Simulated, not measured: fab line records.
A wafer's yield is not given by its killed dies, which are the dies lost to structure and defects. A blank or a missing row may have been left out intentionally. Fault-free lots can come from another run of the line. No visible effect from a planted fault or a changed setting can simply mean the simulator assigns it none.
Problem report, 8D (eight disciplines) form, completed by code	flow n5 finfet	the parts of the form that need people (team, actions taken, sign-off) are left out

== 1. PROBLEM STATEMENT ==
spin speed rpm at N5_FIN_SAQP_COAT_50 reads a mean of 1425.2 rpm on 9 wafers of 3 lots; wafers without a fault read 1500.0 rpm with a standard deviation of 1.1. Measured from the usual mean, that is -68 standard deviations.
The step: time 60 s, resist thk 35 nm.
Earliest sighting: wafer L894.1 on litho track-01 at day 5 23:02. The record has a number at this step for 15 wafers belonging to 5 lots. Rule for "out" (also "out of limits"): further than 4 standard deviations from the usual mean. The rest of the wafers with a number are treated as sound.

== 2. WHAT IT IS, AND WHAT IT ISN'T ==
question	is	is not
which readings at this step	spin speed rpm	-
which lots	L894, L895, L898	L879, L881
which wafers of those lots	all that have a number	-
read on which tools	litho track-01	-
when	from day 5 23:02	up to then (6 sound wafers)

== 3. SUSPECTS, AND WHAT RULES EACH OUT ==
Counting: a tool at a process step up to the reading stays a suspect if it ran every lot that is out and no sound lot after the first of them.
- litho track-01 at N5_FIN_SAQP_COAT_50 (time 60 s, resist thk 35 nm): kept. Every lot that is out went through it, starting with L894 (day 5 23:02), and after that it ran no sound lot; the last sound lot it ran before then is L881 (day 2 15:07). Its own readings are out on those wafers: spin speed rpm.
The count leaves litho track-01 at N5_FIN_SAQP_COAT_50.

== 4. THE CAUSE (what the simulator had put in) ==
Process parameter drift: litho track-01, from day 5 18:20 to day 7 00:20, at N5_FIN_SAQP_COAT_50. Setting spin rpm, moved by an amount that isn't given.
This tool alone remained once counting was done.

== 5. THE CHAIN OF EFFECTS, in route order ==
One row per reading whose mean, taken over the struck wafers that have a number, lies over 3 standard deviations from the usual. Only readings for which the record gives a usual standard deviation are gone through. hours: the time from each lot's start at the first step in this table that gives one to its start at this step, as a median over the lots. sigmas: the change in usual standard deviations.
hours	step	reading	usual	on struck wafers	change	sigmas
0	N5_FIN_SAQP_COAT_50	spin speed rpm	1500.0 rpm	1425.2	-74.8	-68
Here are the process steps it includes:
- N5_FIN_SAQP_COAT_50: time 60 s, resist thk 35 nm.
Later steps that measure or inspect, where all struck wafers having a row at the step show a number for every such reading and not one has moved that far: N5_BEOL_M4_RC_MEAS_101.

== 6. WHAT WOULD HAVE CAUGHT IT SOONER ==
First out-of-limits reading in this record: day 5 23:02, which is 5 hours after fault onset at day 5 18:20.
